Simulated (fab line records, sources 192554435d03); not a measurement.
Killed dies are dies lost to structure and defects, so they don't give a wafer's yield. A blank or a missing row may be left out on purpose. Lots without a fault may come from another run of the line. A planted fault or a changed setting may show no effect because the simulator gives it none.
One fault seen from 2 desks | flow n5_finfet | each desk has only its own numbers; what lay behind them comes last

THE TOOL OWNER'S DESK: rie_diel-03
The tool's own readings at N5_BEOL_M10_TRENCH_ETCH_37 (etches SiCOH lowk in C4F6/O2, target depth 148.83 nm, time 48 s): means of the sampled wafers that have a number, for each lot that ran on this tool. A lot is out of limits, marked OUT, if its mean lies more than 4 standard deviations from the usual mean; the brackets give that distance.
Columns: A = C4F6_flow_sccm at N5_BEOL_M10_TRENCH_ETCH_37, usual 10.01 sccm; B = drypump_motor_current_A at N5_BEOL_M10_TRENCH_ETCH_37, usual 5.6 A; C = mfc_ar_sccm at N5_BEOL_M10_TRENCH_ETCH_37, usual 300.1 sccm; D = oes_product_au at N5_BEOL_M10_TRENCH_ETCH_37, usual 0.81 a.u.; E = rf_vpp_V at N5_BEOL_M10_TRENCH_ETCH_37, usual 669 V; F = showerhead_plenum_p_Torr at N5_BEOL_M10_TRENCH_ETCH_37, usual 2.89 Torr; G = throttle_valve_pct at N5_BEOL_M10_TRENCH_ETCH_37, usual 20.97 %
lot  | first seen here | A     | B   | C     | D    | E   | F    | G
L436 | day 11 23:31    | 10.03 | 5.7 | 300.4 | 0.76 | 668 | 2.82 | 21.27
L437 | day 12 08:29    | 10.03 | 5.5 | 299.5 | 0.83 | 685 | 3.01 | 20.89
L439 | day 12 12:36    | 10.00 | 5.5 | 299.7 | 0.87 | 673 | 2.92 | 21.10
L441 | day 13 15:23    | 9.98  | 5.5 | 299.4 | 0.88 | 684 | 3.00 | 20.93
This desk's finding: nothing out of limits on any of the 4 lots.

THE METROLOGY DESK
What the gauges read, lot by lot, whatever tool the lot ran on: means of the sampled wafers that have a number. A lot is out of limits, marked OUT, if its mean lies more than 4 standard deviations from the usual mean; the brackets give that distance.
Columns: A = cd_nm at N5_BEOL_M10_CD_MEAS_18, usual 70.2 nm; B = trench_depth_nm at N5_BEOL_M10_OCD_MEAS_38, usual 149 nm; C = M10_THK at N5_BEOL_M10_THK_MEAS_53, usual 140 nm; D = M10_RS at N5_BEOL_M10_RS_MEAS_57, usual 0.150 ohm/sq
lot  | first seen here | A    | B              | C              | D
L430 | day 10 01:16    | 71.0 | 147            | 138            | 0.151
L431 | day 10 09:10    | 70.3 | 149            | 138            | 0.152
L436 | day 11 19:05    | 69.4 | 150            | 142            | 0.147
L437 | day 12 03:35    | 69.3 | 150            | 142            | 0.149
L439 | day 12 10:56    | 69.7 | 170 (+5.5) OUT | 160 (+4.9) OUT | 0.133
L441 | day 13 12:27    | 71.6 | 167 (+4.6) OUT | 158 (+4.3) OUT | 0.136
L445 | day 13 20:41    | 69.5 | 148            | 138            | 0.152
L443 | day 13 20:49    | 70.7 | 149            | 142            | 0.150
L447 | day 15 05:30    | 69.8 | 146            | 135            | 0.155
This desk's finding: out of limits on L439, L441; first on L439, day 12 12:47 (trench_depth_nm at N5_BEOL_M10_OCD_MEAS_38). In limits: L430, L431, L436, L437, L445, L443, L447.

PUT TOGETHER
The metrology desk could have raised an alarm at day 12 12:47, on L439, L441.
The tool owner's desk saw nothing out of limits.
The tool owner's desk has L439, L441 on record, within its limits.
Of the lots named, all ran N5_BEOL_M10_TRENCH_ETCH_37 on rie_diel-03.

WHAT THE SIMULATOR HAD PUT IN
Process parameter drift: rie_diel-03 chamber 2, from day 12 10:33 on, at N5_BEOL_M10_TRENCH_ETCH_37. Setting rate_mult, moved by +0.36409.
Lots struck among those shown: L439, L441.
Hours from the fault's start to each desk's first reading out of limits: the metrology desk, 2.
